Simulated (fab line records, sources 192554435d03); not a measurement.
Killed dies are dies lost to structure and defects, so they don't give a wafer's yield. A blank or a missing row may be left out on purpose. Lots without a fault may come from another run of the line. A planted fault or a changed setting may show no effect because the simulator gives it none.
Split-lot experiment | flow n5_finfet | 7 lots, 21 wafers read, on a route of 1938 steps

THE SPLIT
At N5_WELL_APT_EXPOSE_05 (exposes mask NWELL, defocus 0 nm, target cd 200 nm), the setting dose_mj was moved away from the recipe's 20.3 on 7 of the 21 wafers read, by -3.8% to +7.4%. The other wafers ran this setting at the recipe's value.

FROM THE SPLIT TO THE READING: what the file shows between them, 3 steps
- N5_WELL_APT_PEB_06: peb time 90 s
- N5_WELL_APT_DEVELOP_07: develop time 45 s
- N5_WELL_APT_HARDBAKE_12: time 120 s

THE READING
cd_nm, in nm, at N5_WELL_APT_CD_MEAS_08 (target cd 200 nm). Fault-free wafers of this fab line usually give 199.9 nm, standard deviation 1.6 nm.

wafer  | tool, chamber at the split | dose_mj as run | against the recipe | cd_nm, nm | against lot-mates on the recipe
L078.1 | krf_scanner-01, 0          | 21.18          | +4.3%              | 208.1     | +7.7
L078.4 | krf_scanner-01, 0          | 20.3           | recipe             | 200.4     | -
L078.5 | krf_scanner-01, 0          | 21.18          | +4.3%              | 205.5     | +5.1
L080.3 | krf_scanner-02, 0          | 20.3           | recipe             | 199.0     | -
L080.4 | krf_scanner-02, 0          | 20.3           | recipe             | 198.8     | -
L080.6 | krf_scanner-02, 0          | 19.52          | -3.8%              | 189.0     | -9.9
L081.2 | krf_scanner-02, 0          | 21.81          | +7.4%              | 215.7     | +13.4
L081.3 | krf_scanner-02, 0          | 20.3           | recipe             | 202.4     | -
L081.5 | krf_scanner-02, 0          | 20.3           | recipe             | 202.2     | -
L088.1 | krf_scanner-02, 0          | 20.3           | recipe             | 201.5     | -
L088.3 | krf_scanner-02, 0          | 20.3           | recipe             | 196.1     | -
L088.5 | krf_scanner-02, 0          | 20.3           | recipe             | 200.6     | -
L091.1 | krf_scanner-01, 0          | 20.3           | recipe             | 199.9     | -
L091.2 | krf_scanner-01, 0          | 20.3           | recipe             | 202.9     | -
L091.6 | krf_scanner-01, 0          | 20.3           | recipe             | 199.4     | -
L093.1 | krf_scanner-02, 0          | 21.21          | +4.5%              | 206.4     | no lot-mate on the recipe
L093.2 | krf_scanner-02, 0          | 21.21          | +4.5%              | 207.4     | no lot-mate on the recipe
L093.4 | krf_scanner-02, 0          | 21.21          | +4.5%              | 205.1     | no lot-mate on the recipe
L096.2 | krf_scanner-01, 0          | 20.3           | recipe             | 200.4     | -
L096.5 | krf_scanner-01, 0          | 20.3           | recipe             | 200.0     | -
L096.6 | krf_scanner-01, 0          | 20.3           | recipe             | 204.4     | -

THE FIT
A straight line over all 21 wafers: cd_nm changes by +1.81 nm for each +1% of dose_mj; r = +0.91; the points scatter about the line by 2.3 nm.
The same after taking each lot's own level away (the mean of its wafers on the recipe; 18 wafers): +1.83 nm for each +1%; r = +0.93; scatter 1.8 nm.
On that fit, the largest move of dose_mj shifts the reading by 14 nm.
The lots' own levels span 198.90 to 202.30 nm, that is 2.1 times the standard deviation above.
So the lot-to-lot level changes the slope little: the two slopes agree.
Check: with one of the wafers moved furthest among these (+7.4%) left out of the fit, the line predicts +13.2 nm for it against its lot-mates. It came out at +13.4 nm against them.

OTHER SPLITS ON THESE WAFERS
These wafers also went through other splits before the reading. Each is held against what the fit with the lots' levels taken away leaves over:
other split on the same wafers          | wafers away from the commonest value | r with cd_nm (lot level and that fit taken away)
N5_ZERO_LAYER_COAT_05 spin_rpm          | 10                                   | +0.26
N5_ZERO_LAYER_DEVELOP_10 develop_time_s | 7                                    | +0.13
N5_WELL_APT_COAT_02 spin_rpm            | 2                                    | +0.25

THE WHOLE CHAIN: every reading that the file lists as answering this split, in the file's order
step                   | what it does             | reading                                                         | change (the file's fit)              | r (the file's)
N5_WELL_APT_CD_MEAS_08 | target cd 200 nm         | cd_nm                                                           | +1.86 nm for each +1% of the setting | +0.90
N5_WELL_APT_DESCUM_13  | chemistry O2, time 7.9 s | WELL_APT.cd_nm (the simulator's own value, which no gauge read) | +1.86 nm for each +1% of the setting | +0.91

THE FILE'S OWN FIT
cd_nm changes by +1.86 nm for each +1% of dose_mj, r = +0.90.
